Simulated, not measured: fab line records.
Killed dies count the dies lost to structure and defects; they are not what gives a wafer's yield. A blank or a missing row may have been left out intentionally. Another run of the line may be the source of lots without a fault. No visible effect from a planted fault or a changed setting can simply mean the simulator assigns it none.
Chamber matching :: flow n5 finfet :: 4 sister chambers for N5_ILD0_CMP_07 on cmp-02
The step polishes SiO2 flowable, stops on poly-Si, t overpolish 1.18 s, target thk 138.88 nm. 22 wafers are shown with their chamber, then 11 later ones without.

WAFERS, EACH WITH ITS CHAMBER
wafer: L075.1
chamber: 0
motor current A (A): 11.5
slurry flow ml min: 149.4
retaining ring pressure frac: 1.007

wafer: L075.2
chamber: 2
motor current A (A): 10.4
slurry flow ml min: 149.7
retaining ring pressure frac: 1.003

wafer: L075.4
chamber: 1
motor current A (A): 15.0
slurry flow ml min: 149.8
retaining ring pressure frac: 0.999

wafer: L076.4
chamber: 1
motor current A (A): 14.3
slurry flow ml min: 150.4
retaining ring pressure frac: 0.996

wafer: L076.5
chamber: 3
motor current A (A): 13.6
slurry flow ml min: 150.5
retaining ring pressure frac: 1.001

wafer: L076.6
chamber: 0
motor current A (A): 11.1
slurry flow ml min: 150.0
retaining ring pressure frac: 0.998

wafer: L077.1
chamber: 1
motor current A (A): 15.1
slurry flow ml min: 150.0
retaining ring pressure frac: 0.996

wafer: L077.2
chamber: 2
motor current A (A): 11.0
slurry flow ml min: 150.5
retaining ring pressure frac: 0.993

wafer: L077.6
chamber: 2
motor current A (A): 11.2
slurry flow ml min: 150.0
retaining ring pressure frac: 1.004

wafer: L079.4
chamber: 0
motor current A (A): 10.8
slurry flow ml min: 150.7
retaining ring pressure frac: 1.008

wafer: L079.5
chamber: 0
motor current A (A): 10.4
slurry flow ml min: 150.4
retaining ring pressure frac: 1.007

wafer: L079.6
chamber: 1
motor current A (A): 14.4
slurry flow ml min: 150.1
retaining ring pressure frac: 1.008

wafer: L080.1
chamber: 2
motor current A (A): 11.3
slurry flow ml min: 151.3
retaining ring pressure frac: 0.998

wafer: L080.3
chamber: 3
motor current A (A): 13.1
slurry flow ml min: 150.2
retaining ring pressure frac: 0.995

wafer: L080.4
chamber: 1
motor current A (A): 14.6
slurry flow ml min: 150.2
retaining ring pressure frac: 1.003

wafer: L088.1
chamber: 1
motor current A (A): 14.6
slurry flow ml min: 149.6
retaining ring pressure frac: 0.997

wafer: L088.2
chamber: 0
motor current A (A): 10.3
slurry flow ml min: 149.3
retaining ring pressure frac: 1.007

wafer: L088.3
chamber: 3
motor current A (A): 13.0
slurry flow ml min: 150.9
retaining ring pressure frac: 1.003

wafer: L089.1
chamber: 0
motor current A (A): 10.7
slurry flow ml min: 150.3
retaining ring pressure frac: 1.000

wafer: L089.4
chamber: 1
motor current A (A): 13.5
slurry flow ml min: 149.5
retaining ring pressure frac: 1.003

wafer: L089.6
chamber: 1
motor current A (A): 14.5
slurry flow ml min: 150.4
retaining ring pressure frac: 1.000

wafer: L091.3
chamber: 2
motor current A (A): 11.2
slurry flow ml min: 150.4
retaining ring pressure frac: 1.005

SIGNATURES, as means of the wafers listed above
reading: motor current A
chamber 0: 10.800
chamber 1: 14.500
chamber 2: 11.020
chamber 3: 13.233
scatter within a chamber: 0.436

reading: slurry flow ml min
chamber 0: 150.017
chamber 1: 150.000
chamber 2: 150.380
chamber 3: 150.533
scatter within a chamber: 0.479

reading: retaining ring pressure frac
chamber 0: 1.00450
chamber 1: 1.00025
chamber 2: 1.00060
chamber 3: 0.99967
scatter within a chamber: 0.00443
Rule: a wafer lies at a distance from a chamber equal to the root of the sum of squares, over the readings, of (its reading less the chamber's mean, divided by the reading's scatter). If the next closest chamber is less than 2 further off than the closest, the wafer can't be placed; otherwise it belongs to the closest. The scatter: take each reading less its chamber's mean, square it, sum over the shown wafers, divide by the number of wafers less the number of chambers, and take the root.

WAFERS WITHOUT THEIR CHAMBER
wafer: L091.4
motor current A (A): 13.2
slurry flow ml min: 149.4
retaining ring pressure frac: 1.009

wafer: L091.6
motor current A (A): 12.9
slurry flow ml min: 149.0
retaining ring pressure frac: 1.004

wafer: L092.1
motor current A (A): 11.7
slurry flow ml min: 150.4
retaining ring pressure frac: 1.004

wafer: L092.3
motor current A (A): 13.2
slurry flow ml min: 150.1
retaining ring pressure frac: 1.007

wafer: L092.6
motor current A (A): 13.1
slurry flow ml min: 149.9
retaining ring pressure frac: 1.000

wafer: L095.2
motor current A (A): 11.0
slurry flow ml min: 149.5
retaining ring pressure frac: 0.998

wafer: L095.3
motor current A (A): 10.9
slurry flow ml min: 150.2
retaining ring pressure frac: 1.001

wafer: L095.6
motor current A (A): 11.0
slurry flow ml min: 150.1
retaining ring pressure frac: 0.997

wafer: L097.3
motor current A (A): 10.5
slurry flow ml min: 149.8
retaining ring pressure frac: 0.999

wafer: L097.4
motor current A (A): 14.2
slurry flow ml min: 150.4
retaining ring pressure frac: 1.005

wafer: L097.6
motor current A (A): 13.8
slurry flow ml min: 150.7
retaining ring pressure frac: 0.998

EACH ONE'S CHAMBER
wafer: L091.4
from the rows above: can't be placed: 3 or 1
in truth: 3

wafer: L091.6
from the rows above: can't be placed: 3 or 1 or 2 or 0
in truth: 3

wafer: L092.1
from the rows above: can't be placed: 2 or 0 or 3
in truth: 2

wafer: L092.3
from the rows above: can't be placed: 3 or 1
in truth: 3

wafer: L092.6
from the rows above: can't be placed: 3 or 1
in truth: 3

wafer: L095.2
from the rows above: can't be placed: 0 or 2
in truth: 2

wafer: L095.3
from the rows above: can't be placed: 2 or 0
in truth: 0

wafer: L095.6
from the rows above: can't be placed: 2 or 0
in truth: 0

wafer: L097.3
from the rows above: can't be placed: 0 or 2
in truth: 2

wafer: L097.4
from the rows above: can't be placed: 1 or 3
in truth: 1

wafer: L097.6
from the rows above: can't be placed: 3 or 1
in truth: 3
Placed correctly: 0 of 11. Unplaceable from these rows: 11, with the true chamber sitting among the candidates in 11. Placed wrongly: 0.
